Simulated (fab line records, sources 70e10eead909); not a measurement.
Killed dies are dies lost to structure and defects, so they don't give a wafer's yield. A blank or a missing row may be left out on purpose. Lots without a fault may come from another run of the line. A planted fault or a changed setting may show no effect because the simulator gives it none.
Which tool did it? | flow nand_harc | 24 lots, 72 wafers sampled, at 5 steps of a route of 1302

WHAT THE GAUGES READ, wafer by wafer
NHARC_A_SGD_CUT_THK_MEAS_22: measures by ellipsometry.
lot  | measured     | on            | thk_nm (nm)
L074 | day 19 21:32 | film_metro-01 | 148.7 147.7 147.0
L075 | day 20 04:10 | film_metro-01 | 148.0 148.8 147.0
L076 | day 20 11:34 | film_metro-02 | 147.6 145.2 150.1
L078 | day 20 23:43 | film_metro-01 | 148.5 148.1 149.3
L077 | day 20 23:43 | film_metro-02 | 150.6 150.4 148.8
L079 | day 21 22:36 | film_metro-01 | 146.3 148.1 147.5
L080 | day 21 22:37 | film_metro-02 | 148.6 149.7 148.6
L081 | day 22 06:08 | film_metro-01 | 148.4 147.3 147.6
L083 | day 23 00:28 | film_metro-02 | 147.0 148.1 148.1
L082 | day 23 00:28 | film_metro-02 | 150.2 148.2 146.5
L084 | day 23 17:07 | film_metro-01 | 148.9 149.1 148.4
L085 | day 23 17:07 | film_metro-02 | 146.3 148.7 148.9
L086 | day 24 06:25 | film_metro-02 | 149.0 147.4 151.0
L087 | day 24 06:23 | film_metro-01 | 148.4 146.1 147.7
L089 | day 25 06:58 | film_metro-01 | 149.3 149.2 152.9
L088 | day 25 06:58 | film_metro-02 | 148.3 150.2 147.3
L091 | day 26 06:47 | film_metro-02 | 147.4 149.3 145.6
L090 | day 26 06:47 | film_metro-01 | 147.3 150.4 145.3
L092 | day 27 07:17 | film_metro-01 | 144.8 146.8 146.1
L093 | day 27 07:17 | film_metro-02 | 150.5 148.9 147.1
L094 | day 28 05:37 | film_metro-02 | 149.1 150.1 149.9
L095 | day 28 05:27 | film_metro-02 | 146.7 150.7 148.0
L096 | day 28 18:00 | film_metro-01 | 147.5 149.9 147.4
L097 | day 28 18:00 | film_metro-02 | 147.6 147.9 146.3

WHICH TOOL RAN EACH LOT (tool, then ch and the chambers of the sampled wafers, then the start)
lot  | NHARC_A_STAIRCASE_ETCH_451                    | NHARC_A_STAIRCASE_STRIP_295                   | NHARC_A_STAIRCASE_HM_DEP_462  | NHARC_A_STAIRCASE_CMP_152
L074 | rie_diel-02 ch 0,1,2, day 17 04:31 or earlier | rie_diel-02 ch 0,1, day 17 04:31 or earlier   | acl_dep-01 ch 0, day 17 04:31 | cmp-03 ch 0,2, day 19 12:34
L075 | rie_diel-02 ch 0,1,3, day 17 11:01 or earlier | rie_diel-02 ch 1,2,3, day 17 11:01 or earlier | acl_dep-03 ch 0, day 17 11:01 | cmp-01 ch 0,2, day 19 18:55
L076 | rie_diel-01 ch 0,3, day 17 22:58 or earlier   | rie_diel-01 ch 1,2, day 17 22:58 or earlier   | acl_dep-01 ch 0, day 17 22:58 | cmp-01 ch 1,3, day 20 02:49
L078 | rie_diel-10 ch 1,3, day 18 07:14 or earlier   | rie_diel-10 ch 0,1,2, day 18 07:14 or earlier | acl_dep-03 ch 0, day 18 07:14 | cmp-01 ch 1,3, day 20 14:49
L077 | rie_diel-01 ch 0,2,3, day 18 10:40 or earlier | rie_diel-02 ch 0,1,3, day 18 10:40 or earlier | acl_dep-03 ch 0, day 18 10:40 | cmp-03 ch 1,2,3, day 20 14:39
L079 | rie_diel-01 ch 0,1,2, day 19 07:56 or earlier | rie_diel-10 ch 0,1,2, day 19 07:56 or earlier | acl_dep-01 ch 0, day 19 07:56 | cmp-01 ch 0,2,3, day 21 13:45
L080 | rie_diel-01 ch 1,2,3, day 19 12:59 or earlier | rie_diel-02 ch 0,2,3, day 19 12:59 or earlier | acl_dep-01 ch 0, day 19 12:59 | cmp-01 ch 0,1,3, day 21 15:35
L081 | rie_diel-02 ch 0,2,3, day 19 21:00 or earlier | rie_diel-02 ch 1,3, day 19 21:00 or earlier   | acl_dep-03 ch 0, day 19 21:00 | cmp-03 ch 0,1,2, day 21 21:08
L083 | rie_diel-02 ch 0,1,2, day 20 09:47 or earlier | rie_diel-02 ch 0,2,3, day 20 09:47 or earlier | acl_dep-02 ch 0, day 20 09:47 | cmp-02 ch 0,3, day 22 14:53
L082 | rie_diel-01 ch 0,1, day 20 13:30 or earlier   | rie_diel-10 ch 0,2, day 20 13:30 or earlier   | acl_dep-02 ch 0, day 20 13:30 | cmp-03 ch 1,2,3, day 22 14:44
L084 | rie_diel-10 ch 0,1,3, day 21 04:46 or earlier | rie_diel-01 ch 2,3, day 21 04:46 or earlier   | acl_dep-01 ch 0, day 21 04:46 | cmp-03 ch 0,1,3, day 23 08:13
L085 | rie_diel-01 ch 0,1,3, day 21 12:01 or earlier | rie_diel-10 ch 2,3, day 21 12:01 or earlier   | acl_dep-02 ch 0, day 21 12:01 | cmp-01 ch 0,1,2, day 23 07:56
L086 | rie_diel-02 ch 0,3, day 21 21:56 or earlier   | rie_diel-02 ch 0,2, day 21 21:56 or earlier   | acl_dep-01 ch 0, day 21 21:56 | cmp-02 ch 1,2,3, day 23 21:50
L087 | rie_diel-02 ch 0,3, day 21 23:58 or earlier   | rie_diel-10 ch 1,3, day 21 23:58 or earlier   | acl_dep-03 ch 0, day 21 23:58 | cmp-03 ch 1,2, day 23 21:48
L089 | rie_diel-01 ch 1,2, day 22 21:14 or earlier   | rie_diel-10 ch 0,1,3, day 22 21:14 or earlier | acl_dep-02 ch 0, day 22 21:14 | cmp-01 ch 1,2,3, day 24 21:12
L088 | rie_diel-01 ch 0,2, day 23 01:30 or earlier   | rie_diel-01 ch 0,1,3, day 23 01:30 or earlier | acl_dep-03 ch 0, day 23 01:30 | cmp-02 ch 0,2, day 24 21:19
L091 | rie_diel-10 ch 1,2, day 23 17:56 or earlier   | rie_diel-01 ch 1,2, day 23 17:56 or earlier   | acl_dep-01 ch 0, day 23 17:56 | cmp-02 ch 0,3, day 25 19:41
L090 | rie_diel-01 ch 0,1, day 24 00:03 or earlier   | rie_diel-01 ch 1,3, day 24 00:03 or earlier   | acl_dep-02 ch 0, day 24 00:03 | cmp-01 ch 0,1,2, day 26 00:38
L092 | rie_diel-02 ch 1,2,3, day 24 21:34 or earlier | rie_diel-10 ch 1,2, day 24 21:34 or earlier   | acl_dep-01 ch 0, day 24 21:34 | cmp-03 ch 0,1,2, day 26 22:34
L093 | rie_diel-10 ch 0,1, day 24 22:27 or earlier   | rie_diel-10 ch 1,2, day 24 22:27 or earlier   | acl_dep-02 ch 0, day 24 22:27 | cmp-02 ch 1,2,3, day 26 22:30
L094 | rie_diel-01 ch 2,3, day 25 18:56 or earlier   | rie_diel-10 ch 1,2, day 25 18:56 or earlier   | acl_dep-03 ch 0, day 25 18:56 | cmp-02 ch 0,1,3, day 27 21:15
L095 | rie_diel-01 ch 0,1,3, day 25 20:28 or earlier | rie_diel-01 ch 1,2,3, day 25 20:28 or earlier | acl_dep-02 ch 0, day 25 20:28 | cmp-01 ch 0,1,3, day 27 20:04
L096 | rie_diel-02 ch 1,2, day 26 04:10 or earlier   | rie_diel-02 ch 0,3, day 26 04:10 or earlier   | acl_dep-01 ch 0, day 26 04:10 | cmp-01 ch 0,1,3, day 28 05:29
L097 | rie_diel-01 ch 0,2,3, day 26 04:38 or earlier | rie_diel-01 ch 0,2,3, day 26 04:38 or earlier | acl_dep-02 ch 0, day 26 04:38 | cmp-02 ch 2,3, day 28 05:35
- NHARC_A_STAIRCASE_ETCH_451: etches the open film in CF4/O2, target depth 30 nm, overetch 3 nm, time 16.5 s.
- NHARC_A_STAIRCASE_STRIP_295: strips in O2.
- NHARC_A_STAIRCASE_HM_DEP_462: deposits aC, target thk 800 nm.
- NHARC_A_STAIRCASE_CMP_152: polishes.

WHAT THE TOOLS THEMSELVES READ (means of the sampled wafers that have a number; where no wafer has one, the mark that the record gives instead)
NHARC_A_STAIRCASE_ETCH_451.
lot  | tool        | drypump_motor_current_A (A) | oes_f_703_au (a.u.) | oes_product_au (a.u.) | rf_vpp_V (V) | showerhead_plenum_p_Torr (Torr) | throttle_valve_pct (%)
L074 | rie_diel-02 | 6.2                         | 1.004               | 1.007                 | 196.2        | 1.30                            | 13.402
L075 | rie_diel-02 | 5.9                         | 0.993               | 1.002                 | 198.2        | 1.36                            | 13.389
L076 | rie_diel-01 | 5.3                         | 1.000               | 1.009                 | 198.5        | 1.39                            | 13.398
L078 | rie_diel-10 | 5.8                         | 1.001               | 1.022                 | 198.0        | 1.35                            | 13.390
L077 | rie_diel-01 | 5.4                         | 1.006               | 1.000                 | 199.4        | 1.40                            | 13.405
L079 | rie_diel-01 | 5.5                         | 0.993               | 1.001                 | 198.5        | 1.36                            | 13.389
L080 | rie_diel-01 | 5.9                         | 0.994               | 1.002                 | 198.9        | 1.39                            | 13.397
L081 | rie_diel-02 | 5.9                         | 1.002               | 1.011                 | 197.4        | 1.33                            | 13.399
L083 | rie_diel-02 | 6.1                         | 0.999               | 1.018                 | 197.1        | 1.30                            | 13.407
L082 | rie_diel-01 | 5.6                         | 0.998               | 1.005                 | 197.1        | 1.32                            | 13.402
L084 | rie_diel-10 | 5.7                         | 1.000               | 1.012                 | 199.0        | 1.38                            | 13.396
L085 | rie_diel-01 | 5.5                         | 0.996               | 1.006                 | 198.6        | 1.35                            | 13.399
L086 | rie_diel-02 | 5.9                         | 1.000               | 0.995                 | 197.4        | 1.34                            | 13.403
L087 | rie_diel-02 | 5.7                         | 1.002               | 0.989                 | 199.0        | 1.38                            | 13.400
L089 | rie_diel-01 | 6.0                         | 0.996               | 0.990                 | 198.8        | 1.35                            | 13.401
L088 | rie_diel-01 | 5.5                         | 0.999               | 1.009                 | 199.1        | 1.39                            | 13.399
L091 | rie_diel-10 | 5.5                         | 1.000               | 1.018                 | 197.9        | 1.40                            | 13.388
L090 | rie_diel-01 | 5.2                         | 1.002               | 1.001                 | 197.6        | 1.32                            | 13.395
L092 | rie_diel-02 | 5.9                         | 1.002               | 0.995                 | 196.9        | 1.33                            | 13.404
L093 | rie_diel-10 | 5.6                         | 0.998               | 1.016                 | 199.2        | 1.36                            | 13.390
L094 | rie_diel-01 | 5.7                         | 0.998               | 0.995                 | 200.0        | 1.41                            | 13.398
L095 | rie_diel-01 | 5.5                         | 1.000               | 1.007                 | 198.0        | 1.34                            | 13.390
L096 | rie_diel-02 | 6.2                         | 0.998               | 1.009                 | 196.7        | 1.28                            | 13.399
L097 | rie_diel-01 | 5.4                         | 1.002               | 0.997                 | 199.0        | 1.38                            | 13.395

NHARC_A_STAIRCASE_STRIP_295.
lot  | tool        | drypump_motor_current_A (A) | oes_product_au (a.u.) | rf_vpp_V (V) | showerhead_plenum_p_Torr (Torr) | throttle_valve_pct (%)
L074 | rie_diel-02 | 6.2                         | 1.003                 | 58.1         | 3.51                            | 17.035
L075 | rie_diel-02 | 6.0                         | 1.009                 | 57.6         | 3.55                            | 17.042
L076 | rie_diel-01 | 6.0                         | 1.009                 | 58.4         | 3.57                            | 17.030
L078 | rie_diel-10 | 5.5                         | 1.010                 | 57.3         | 3.53                            | 17.034
L077 | rie_diel-02 | 5.9                         | 1.009                 | 58.5         | 3.58                            | 17.033
L079 | rie_diel-10 | 5.6                         | 1.022                 | 58.8         | 3.71                            | 17.039
L080 | rie_diel-02 | 5.9                         | 1.007                 | 57.6         | 3.51                            | 17.039
L081 | rie_diel-02 | 5.7                         | 0.997                 | 58.2         | 3.69                            | 17.038
L083 | rie_diel-02 | 5.9                         | 1.005                 | 57.0         | 3.51                            | 17.038
L082 | rie_diel-10 | 5.4                         | 1.009                 | 57.7         | 3.78                            | 17.038
L084 | rie_diel-01 | 5.8                         | 1.002                 | 59.2         | 3.74                            | 17.036
L085 | rie_diel-10 | 5.8                         | 1.010                 | 57.6         | 3.68                            | 17.040
L086 | rie_diel-02 | 6.1                         | 1.009                 | 57.5         | 3.35                            | 17.035
L087 | rie_diel-10 | 5.8                         | 1.007                 | 58.2         | 3.56                            | 17.039
L089 | rie_diel-10 | 5.7                         | 1.005                 | 58.2         | 3.64                            | 17.037
L088 | rie_diel-01 | 5.5                         | 1.010                 | 58.7         | 3.56                            | 17.037
L091 | rie_diel-01 | 5.9                         | 1.000                 | 58.8         | 3.64                            | 17.033
L090 | rie_diel-01 | 5.9                         | 0.994                 | 57.7         | 3.54                            | 17.034
L092 | rie_diel-10 | 5.6                         | 1.019                 | 59.2         | 3.61                            | 17.035
L093 | rie_diel-10 | 5.7                         | 1.024                 | 57.6         | 3.61                            | 17.038
L094 | rie_diel-10 | 5.7                         | 1.009                 | 58.4         | 3.61                            | 17.037
L095 | rie_diel-01 | 5.8                         | 0.997                 | 57.2         | 3.63                            | 17.041
L096 | rie_diel-02 | 5.7                         | 0.993                 | 58.9         | 3.63                            | 17.026
L097 | rie_diel-01 | 5.4                         | 1.002                 | 57.1         | 3.65                            | 17.030

NHARC_A_STAIRCASE_HM_DEP_462.
lot  | tool       | throttle_valve_pct (%)
L074 | acl_dep-01 | 35.000
L075 | acl_dep-03 | 35.011
L076 | acl_dep-01 | 34.995
L078 | acl_dep-03 | 35.000
L077 | acl_dep-03 | 35.002
L079 | acl_dep-01 | 34.996
L080 | acl_dep-01 | 34.998
L081 | acl_dep-03 | 35.000
L083 | acl_dep-02 | 35.001
L082 | acl_dep-02 | 35.001
L084 | acl_dep-01 | 34.995
L085 | acl_dep-02 | 35.000
L086 | acl_dep-01 | 34.993
L087 | acl_dep-03 | 35.005
L089 | acl_dep-02 | 35.004
L088 | acl_dep-03 | 34.994
L091 | acl_dep-01 | 35.006
L090 | acl_dep-02 | 35.000
L092 | acl_dep-01 | 34.998
L093 | acl_dep-02 | 35.003
L094 | acl_dep-03 | 34.989
L095 | acl_dep-02 | 35.003
L096 | acl_dep-01 | 35.007
L097 | acl_dep-02 | 35.000

NHARC_A_STAIRCASE_CMP_152.
lot  | tool   | motor_current_A (A)
L074 | cmp-03 | 11.0
L075 | cmp-01 | 13.2
L076 | cmp-01 | 15.0
L078 | cmp-01 | 15.1
L077 | cmp-03 | 12.3
L079 | cmp-01 | 13.3
L080 | cmp-01 | 14.5
L081 | cmp-03 | 11.5
L083 | cmp-02 | 11.3
L082 | cmp-03 | 12.2
L084 | cmp-03 | 12.2
L085 | cmp-01 | 14.3
L086 | cmp-02 | 12.1
L087 | cmp-03 | 10.9
L089 | cmp-01 | 14.4
L088 | cmp-02 | 11.1
L091 | cmp-02 | 11.7
L090 | cmp-01 | 14.1
L092 | cmp-03 | 11.5
L093 | cmp-02 | 12.0
L094 | cmp-02 | 12.3
L095 | cmp-01 | 14.5
L096 | cmp-01 | 14.5
L097 | cmp-02 | 11.5

THE ANSWER, worked out from the rows above alone
Rule: what is usual is taken from the lots themselves. Put in order of their means at a reading, lots are off if they are a third of the lots or fewer, leave a main group of 4 or more, and stand apart from it by a gap of 3 or more times the standard deviation of the main group's means; of several such gaps the widest counts. A main group whose means are all the same, to the digits that the tables above print for the reading, isn't used. A lot without any number at a reading at which 4 lots or more have one is off too. The other lots that the step has rows for count as sound. The gauges are gone through in route order, then the tools' own readings, and for those a lot's mean is taken as printed above. The first step at which some lot is off is used, and at that step the reading that is off furthest; a lot without a number counts as furthest.
No lot is off at any reading shown: from this, nothing can be told.

WHAT THE SIMULATOR HAD PUT IN
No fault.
